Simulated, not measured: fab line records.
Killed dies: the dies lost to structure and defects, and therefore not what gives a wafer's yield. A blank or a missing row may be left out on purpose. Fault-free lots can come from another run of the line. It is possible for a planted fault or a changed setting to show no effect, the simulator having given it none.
Which tool was responsible?	flow n5_finfet	63 wafers from 21 lots sampled at 6 of the route's 1938 steps

## WHAT EACH GAUGE READ, for each wafer
N5_FIN_SAQP_OCD_MEAS_76. Usual: trench_depth_nm 119.6 nm, standard deviation 1.5.
lot	measured	on	trench_depth_nm (nm)	flag
L074	day 2 02:43	ocd-02	119.5 118.8 118.9	
L075	day 2 08:42	ocd-02	118.8 119.9 119.4	
L076	day 2 14:35	ocd-02	118.7 118.1 119.5	
L077	day 2 20:53	ocd-02	119.3 121.5 121.8	
L078	day 3 01:52	ocd-01	119.9 119.4 118.3	
L081	day 3 20:30	ocd-01	120.2 118.0 120.6	
L082	day 4 02:09	ocd-01	116.8 121.7 119.2	
L083	day 4 10:40	ocd-01	118.2 120.7 116.8	
L084	day 4 14:23	ocd-01	122.1 123.0 121.5	
L086	day 5 03:35	ocd-02	120.4 118.8 117.8	
L087	day 5 08:31	ocd-01	119.6 119.8 120.3	
L088	day 5 15:34	ocd-02	119.8 121.8 121.5	
L089	day 5 20:53	ocd-02	120.2 119.7 122.1	
L090	day 6 03:59	ocd-01	120.9 117.6 118.5	
L091	day 6 09:10	ocd-02	121.4 121.0 120.7	
L092	day 6 15:11	ocd-01	118.8 118.5 119.1	
L093	day 6 20:22	ocd-02	117.5 119.2 119.2	
L094	day 7 04:08	ocd-01	120.1 121.7 121.6	
L095	day 7 09:05	ocd-01	118.4 120.7 116.9	
L096	day 7 15:00	ocd-01	119.6 116.9 120.7	
L097	day 7 20:14	ocd-01	120.7 117.2 119.5	

## WHAT TOOL EACH LOT RAN ON (gives the tool, then ch and the chambers of the sampled wafers, and finally the start)
lot	N5_PMOS_HMC_CHANNEL_EPI_DESCUM_14	N5_PMOS_HMC_CHANNEL_EPI_STRIP_33	N5_PMOS_HMC_CHANNEL_EPI_FIN_RECESS_16	N5_FIN_SAQP_SPACER2_ALD_28	N5_FIN_SAQP_HM_OPEN_33
L074	rie_diel-01 ch 1,2,3, day 1 17:34	rie_diel-01 ch 1,2,3, day 1 17:42	rie_si-01 ch 1,2,3, day 1 18:02	ald_sin-04 ch 0,1, day 2 01:35	rie_diel-03 ch 2,3, day 2 02:12
L075	rie_diel-06 ch 1,2, day 1 23:16	rie_diel-06 ch 1,2, day 1 23:25	rie_si-04 ch 0,2,3, day 1 23:45	ald_sin-04 ch 1,2, day 2 07:37	rie_diel-03 ch 1,2, day 2 08:11
L076	rie_diel-01 ch 2,3, day 2 05:29	rie_diel-01 ch 2,3, day 2 05:37	rie_si-04 ch 1,3, day 2 05:57	ald_sin-03 ch 0,1,3, day 2 13:29	rie_diel-04 ch 1,3, day 2 14:04
L077	rie_diel-01 ch 0,2,3, day 2 11:32	rie_diel-01 ch 0,2,3, day 2 11:40	rie_si-04 ch 0,1,2, day 2 11:59	ald_sin-01 ch 0,1,3, day 2 19:47	rie_diel-03 ch 0,1,2, day 2 20:23
L078	rie_diel-01 ch 0,2,3, day 2 17:26	rie_diel-01 ch 0,2,3, day 2 17:34	rie_si-01 ch 2,3, day 2 17:53	ald_sin-04 ch 0,2, day 3 00:47	rie_diel-04 ch 0,2, day 3 01:22
L081	rie_diel-02 ch 1,3, day 3 11:31	rie_diel-02 ch 1,3, day 3 11:39	rie_si-01 ch 1,2, day 3 11:59	ald_sin-01 ch 1,2,3, day 3 19:14	rie_diel-05 ch 1,2,3, day 3 19:58
L082	rie_diel-06 ch 0,2,3, day 3 17:36	rie_diel-06 ch 0,2,3, day 3 17:44	rie_si-04 ch 1,2,3, day 3 18:04	ald_sin-01 ch 0,2,3, day 4 01:05	rie_diel-04 ch 0,1,2, day 4 01:39
L083	rie_diel-02 ch 1,2,3, day 3 23:37	rie_diel-02 ch 1,2,3, day 3 23:44	rie_si-04 ch 0,2, day 4 00:04	ald_sin-04 ch 0,1,2, day 4 09:28	rie_diel-05 ch 0,1,2, day 4 10:10
L084	rie_diel-02 ch 2,3, day 4 05:25	rie_diel-02 ch 2,3, day 4 05:32	rie_si-06 ch 1,2,3, day 4 05:52	ald_sin-03 ch 0,1, day 4 13:19	rie_diel-05 ch 0,2, day 4 13:53
L086	rie_diel-02 ch 2,3, day 4 17:20	rie_diel-02 ch 2,3, day 4 17:28	rie_si-01 ch 1,2,3, day 4 17:47	ald_sin-01 ch 0,1,3, day 5 02:31	rie_diel-04 ch 0,2,3, day 5 03:05
L087	rie_diel-02 ch 0,1, day 4 23:17	rie_diel-02 ch 0,1, day 4 23:25	rie_si-01 ch 0,1,3, day 4 23:44	ald_sin-01 ch 1,2, day 5 07:26	rie_diel-04 ch 0,1,3, day 5 08:00
L088	rie_diel-06 ch 0,2,3, day 5 05:16	rie_diel-06 ch 0,2,3, day 5 05:24	rie_si-01 ch 1,2,3, day 5 05:43	ald_sin-03 ch 0,2,3, day 5 14:28	rie_diel-03 ch 0,1,2, day 5 15:04
L089	rie_diel-01 ch 0,2,3, day 5 11:32	rie_diel-01 ch 0,2,3, day 5 11:41	rie_si-04 ch 1,2,3, day 5 12:00	ald_sin-01 ch 0,1,3, day 5 19:41	rie_diel-04 ch 0,3, day 5 20:23
L090	rie_diel-02 ch 2,3, day 5 18:29	rie_diel-02 ch 2,3, day 5 18:37	rie_si-06 ch 0,1,2, day 5 18:56	ald_sin-01 ch 0,1,3, day 6 02:49	rie_diel-05 ch 1,2,3, day 6 03:28
L091	rie_diel-02 ch 0,1,2, day 5 23:36	rie_diel-02 ch 0,1,2, day 5 23:44	rie_si-01 ch 0,1, day 6 00:03	ald_sin-01 ch 0,1,2, day 6 08:05	rie_diel-05 ch 0,2,3, day 6 08:40
L092	rie_diel-01 ch 0,2,3, day 6 05:34	rie_diel-01 ch 0,2,3, day 6 05:42	rie_si-06 ch 1,2,3, day 6 06:01	ald_sin-01 ch 0,3, day 6 14:05	rie_diel-04 ch 0,2, day 6 14:41
L093	rie_diel-02 ch 0,1,3, day 6 10:56	rie_diel-02 ch 0,1,3, day 6 11:04	rie_si-04 ch 0,2,3, day 6 11:24	ald_sin-01 ch 0,2,3, day 6 19:01	rie_diel-04 ch 2,3, day 6 19:52
L094	rie_diel-01 ch 0,1,2, day 6 17:50	rie_diel-01 ch 0,1,2, day 6 17:58	rie_si-01 ch 2,3, day 6 18:17	ald_sin-01 ch 1,2,3, day 7 03:04	rie_diel-03 ch 0,1,3, day 7 03:38
L095	rie_diel-06 ch 1,2,3, day 6 23:16	rie_diel-06 ch 1,2,3, day 6 23:24	rie_si-01 ch 0,1,2, day 6 23:44	ald_sin-04 ch 0,1,3, day 7 07:52	rie_diel-03 ch 0,2, day 7 08:35
L096	rie_diel-01 ch 0,2,3, day 7 05:23	rie_diel-01 ch 0,2,3, day 7 05:31	rie_si-04 ch 1,2,3, day 7 05:50	ald_sin-03 ch 0,1,2, day 7 13:55	rie_diel-04 ch 1,2,3, day 7 14:29
L097	rie_diel-02 ch 0,1, day 7 11:42	rie_diel-02 ch 0,1, day 7 11:50	rie_si-06 ch 0,1,3, day 7 12:10	ald_sin-01 ch 0,3, day 7 19:10	rie_diel-04 ch 2,3, day 7 19:44
- N5_PMOS_HMC_CHANNEL_EPI_DESCUM_14: chemistry O2, time 7.9 s.
- N5_PMOS_HMC_CHANNEL_EPI_STRIP_33: strips in N2/H2.
- N5_PMOS_HMC_CHANNEL_EPI_FIN_RECESS_16: chemistry HBr/Cl2, target Si, target depth 54 nm, time 18 s.
- N5_FIN_SAQP_SPACER2_ALD_28: deposits SiO2, target thk 8.1 nm, pulse time 1 s, purge time 2 s.
- N5_FIN_SAQP_HM_OPEN_33: chemistry CH3F/O2, target SiNx, target depth 49.4 nm, time 70.6 s.

## WHAT THE TOOLS THEMSELVES READ (means of the sampled wafers that have a number; where no wafer has one, the mark that the record gives instead)
N5_PMOS_HMC_CHANNEL_EPI_DESCUM_14. Usual: drypump_motor_current_A 5.8 A, standard deviation 0.4; oes_product_au 0.76 a.u., standard deviation 0.074; rf_fwd_power_W 49.35 W, standard deviation 0.24; rf_vpp_V 243.3 V, standard deviation 1.3; showerhead_plenum_p_Torr 2.10 Torr, standard deviation 0.073; throttle_valve_pct 20.43 %, standard deviation 0.26.
lot	tool	drypump_motor_current_A (A)	oes_product_au (a.u.)	rf_fwd_power_W (W)	rf_vpp_V (V)	showerhead_plenum_p_Torr (Torr)	throttle_valve_pct (%)	flag
L074	rie_diel-01	6.0	0.77	49.57	244.0	2.12	20.27	
L075	rie_diel-06	5.4	0.72	49.09	243.4	2.12	20.40	
L076	rie_diel-01	5.7	0.79	49.33	245.2	2.13	20.10	
L077	rie_diel-01	5.6	0.82	49.48	244.5	2.15	20.36	
L078	rie_diel-01	5.6	0.82	49.58	243.8	2.15	20.37	
L081	rie_diel-02	6.0	0.74	49.21	242.4	2.07	20.36	
L082	rie_diel-06	5.5	0.83	49.24	244.1	2.13	20.41	
L083	rie_diel-02	5.8	0.75	49.26	242.6	2.10	20.37	
L084	rie_diel-02	6.0	0.72	49.14	243.2	2.15	20.51	
L086	rie_diel-02	6.2	0.71	49.27	243.5	2.11	20.51	
L087	rie_diel-02	5.7	0.73	49.41	242.4	1.99	20.55	
L088	rie_diel-06	5.5	0.80	49.03	244.2	2.13	20.43	
L089	rie_diel-01	5.6	0.80	49.42	243.7	2.14	20.41	
L090	rie_diel-02	6.2	0.71	49.10	242.7	2.11	20.53	
L091	rie_diel-02	5.6	0.74	49.32	242.1	2.06	20.48	
L092	rie_diel-01	5.6	0.80	49.36	244.6	2.14	20.41	
L093	rie_diel-02	5.8	0.72	49.36	242.9	2.02	20.48	
L094	rie_diel-01	5.8	0.81	49.56	242.3	2.09	20.34	
L095	rie_diel-06	5.4	0.77	49.04	243.5	2.12	20.38	
L096	rie_diel-01	5.6	0.79	49.49	244.4	2.14	20.42	
L097	rie_diel-02	5.4	0.74	49.71	241.5	2.00	20.35	

N5_PMOS_HMC_CHANNEL_EPI_STRIP_33. Usual: drypump_motor_current_A 5.8 A, standard deviation 0.4; oes_product_au 0.76 a.u., standard deviation 0.076; rf_vpp_V 54.4 V, standard deviation 1.6; showerhead_plenum_p_Torr 3.36 Torr, standard deviation 0.1; throttle_valve_pct 18.95 %, standard deviation 0.26.
lot	tool	drypump_motor_current_A (A)	oes_product_au (a.u.)	rf_vpp_V (V)	showerhead_plenum_p_Torr (Torr)	throttle_valve_pct (%)	flag
L074	rie_diel-01	6.0	0.77	54.6	3.40	18.93	
L075	rie_diel-06	5.4	0.73	54.7	3.41	18.99	
L076	rie_diel-01	5.7	0.79	54.2	3.42	18.99	
L077	rie_diel-01	5.6	0.83	54.0	3.43	18.83	
L078	rie_diel-01	5.6	0.82	53.9	3.43	18.84	
L081	rie_diel-02	6.0	0.74	55.6	3.30	18.78	
L082	rie_diel-06	5.6	0.82	54.9	3.41	19.08	
L083	rie_diel-02	5.8	0.75	55.4	3.36	18.88	
L084	rie_diel-02	6.0	0.73	53.0	3.44	19.03	
L086	rie_diel-02	6.2	0.71	53.8	3.37	18.92	
L087	rie_diel-02	5.7	0.73	53.7	3.20	18.97	
L088	rie_diel-06	5.5	0.79	54.3	3.40	19.09	
L089	rie_diel-01	5.6	0.80	54.3	3.42	18.86	
L090	rie_diel-02	6.2	0.71	53.6	3.37	18.94	
L091	rie_diel-02	5.6	0.74	54.2	3.31	19.00	
L092	rie_diel-01	5.6	0.79	53.2	3.42	18.89	
L093	rie_diel-02	5.9	0.72	54.7	3.24	18.90	
L094	rie_diel-01	5.8	0.81	52.7	3.34	18.91	
L095	rie_diel-06	5.4	0.77	54.1	3.41	18.93	
L096	rie_diel-01	5.6	0.80	54.7	3.41	18.90	
L097	rie_diel-02	5.4	0.75	52.2	3.22	18.86	

N5_PMOS_HMC_CHANNEL_EPI_FIN_RECESS_16. Usual: bias_w 74.97 W, standard deviation 0.22; drypump_motor_current_A 5.6 A, standard deviation 0.36; mfc_cl2_sccm 79.98 sccm, standard deviation 0.25; oes_product_au 0.995 a.u., standard deviation 0.018; rf_fwd_power_W 795 W, standard deviation 3.1; throttle_valve_pct 35.5 %, standard deviation 0.3.
lot	tool	bias_w (W)	drypump_motor_current_A (A)	mfc_cl2_sccm (sccm)	oes_product_au (a.u.)	rf_fwd_power_W (W)	throttle_valve_pct (%)	flag
L074	rie_si-01	74.84	5.7	80.01	0.997	796	35.2	
L075	rie_si-04	74.91	5.3	79.87	1.012	795	35.5	
L076	rie_si-04	75.16	5.6	80.15	1.027	792	35.5	
L077	rie_si-04	74.84	5.4	79.76	1.010	794	35.4	
L078	rie_si-01	75.21	5.7	79.87	0.991	796	35.1	
L081	rie_si-01	74.93	5.7	80.08	0.991	791	35.3	
L082	rie_si-04	74.94	5.5	79.83	1.018	795	35.6	
L083	rie_si-04	74.93	5.3	80.16	1.013	795	35.5	
L084	rie_si-06	75.14	5.7	79.95	0.988	798	35.3	
L086	rie_si-01	74.89	5.7	79.96	0.998	796	35.2	
L087	rie_si-01	75.03	5.8	79.91	0.991	795	35.4	
L088	rie_si-01	74.89	5.7	79.77	0.990	795	35.2	
L089	rie_si-04	75.08	5.5	79.95	1.015	793	35.6	
L090	rie_si-06	74.95	5.3	79.98	0.984	797	35.7	
L091	rie_si-01	74.87	5.9	80.08	0.988	796	35.7	
L092	rie_si-06	74.88	5.7	79.80	0.975	796	35.3	
L093	rie_si-04	74.92	5.3	80.20	1.003	796	35.5	
L094	rie_si-01	74.92	5.8	80.23	0.992	796	35.1	
L095	rie_si-01	75.00	5.8	80.25	0.991	794	35.5	
L096	rie_si-04	75.05	5.5	80.03	1.007	796	35.6	
L097	rie_si-06	74.73	5.7	80.02	0.980	795	35.6	

N5_FIN_SAQP_SPACER2_ALD_28. Usual: heater_power_w 495 W, standard deviation 54; precursor_pulse_height_rel 0.999, standard deviation 0.022.
lot	tool	heater_power_w (W)	precursor_pulse_height_rel	flag
L074	ald_sin-04	468	1.028	
L075	ald_sin-04	521	1.003	
L076	ald_sin-03	486	1.002	
L077	ald_sin-01	464	0.998	
L078	ald_sin-04	441	0.988	
L081	ald_sin-01	479	0.999	
L082	ald_sin-01	510	0.995	
L083	ald_sin-04	494	1.009	
L084	ald_sin-03	507	0.993	
L086	ald_sin-01	471	0.999	
L087	ald_sin-01	516	0.995	
L088	ald_sin-03	479	1.011	
L089	ald_sin-01	473	0.989	
L090	ald_sin-01	464	1.011	
L091	ald_sin-01	502	1.001	
L092	ald_sin-01	491	0.998	
L093	ald_sin-01	506	0.985	
L094	ald_sin-01	482	1.001	
L095	ald_sin-04	529	0.987	
L096	ald_sin-03	503	1.003	
L097	ald_sin-01	482	0.996	

N5_FIN_SAQP_HM_OPEN_33. Usual: bias_w 73.02 W, standard deviation 0.21; drypump_motor_current_A 5.8 A, standard deviation 0.38; etch_rf_on_time_s 69.8 s, standard deviation 1.6; oes_product_au 0.65 a.u., standard deviation 0.07; rf_fwd_power_W 390.5 W, standard deviation 1.8; rf_vpp_V 298 V, standard deviation 6.7; showerhead_plenum_p_Torr 2.01 Torr, standard deviation 0.073; throttle_valve_pct 16.37 %, standard deviation 0.28.
lot	tool	bias_w (W)	drypump_motor_current_A (A)	etch_rf_on_time_s (s)	oes_product_au (a.u.)	rf_fwd_power_W (W)	rf_vpp_V (V)	showerhead_plenum_p_Torr (Torr)	throttle_valve_pct (%)	flag
L074	rie_diel-03	72.98	5.7	71.3	0.61	390.2	288	1.93	16.39	
L075	rie_diel-03	72.93	5.8	70.4	0.60	388.5	293	1.95	16.39	
L076	rie_diel-04	72.91	6.0	68.9	0.75	390.9	300	2.05	16.17	
L077	rie_diel-03	73.33	5.8	71.6	0.61	389.5	299	2.01	16.29	
L078	rie_diel-04	73.03	6.1	70.2	0.63	389.8	295	2.03	16.69	
L081	rie_diel-05	73.02	5.5	68.8	0.61	390.3	297	1.93	16.31	
L082	rie_diel-04	72.98	6.0	70.8	0.68	389.7	298	2.01	16.40	
L083	rie_diel-05	73.20	5.8	69.6	0.63	391.5	297	1.97	16.33	
L084	rie_diel-05	72.86	5.6	69.7	0.62	390.4	293	1.97	16.37	
L086	rie_diel-04	73.11	5.8	69.9	0.62	387.8	299	2.01	16.57	
L087	rie_diel-04	72.95	6.0	67.9	0.67	390.9	298	2.05	16.51	
L088	rie_diel-03	73.04	5.8	70.3	0.67	390.7	298	2.00	16.16	
L089	rie_diel-04	73.01	6.2	69.1	0.61	391.3	294	2.06	16.80	
L090	rie_diel-05	73.08	5.5	68.9	0.70	391.0	298	2.01	16.17	
L091	rie_diel-05	73.12	5.8	69.5	0.71	390.9	298	2.08	16.19	
L092	rie_diel-04	72.95	6.1	69.5	0.62	389.8	296	2.02	16.74	
L093	rie_diel-04	73.18	5.6	68.9	0.62	388.5	304	1.96	16.37	
L094	rie_diel-03	72.95	5.7	70.4	0.72	392.4	297	2.02	16.18	
L095	rie_diel-03	73.03	5.9	70.9	0.59	389.9	294	1.96	16.23	
L096	rie_diel-04	73.07	5.7	67.6	0.65	390.8	302	2.00	16.31	
L097	rie_diel-04	73.11	5.6	69.2	0.62	389.7	306	1.95	16.38	

## THE ANSWER, worked out from the rows above alone
Rule: lot off if the mean of its wafers having a number is beyond 3 standard deviations from the usual mean. Also off: a lot with no number at a reading for which 4 or more lots have one. All remaining lots with rows at the step are treated as sound. After the gauges, taken in route order, come the tools' own readings; for these a lot's mean is taken, as printed above. At the first step where some lot is off, the reading lying furthest off is the one used; lots without a number count as furthest.
None of the lots is off at any reading shown; this tells nothing.

## WHAT THE SIMULATOR PUT IN
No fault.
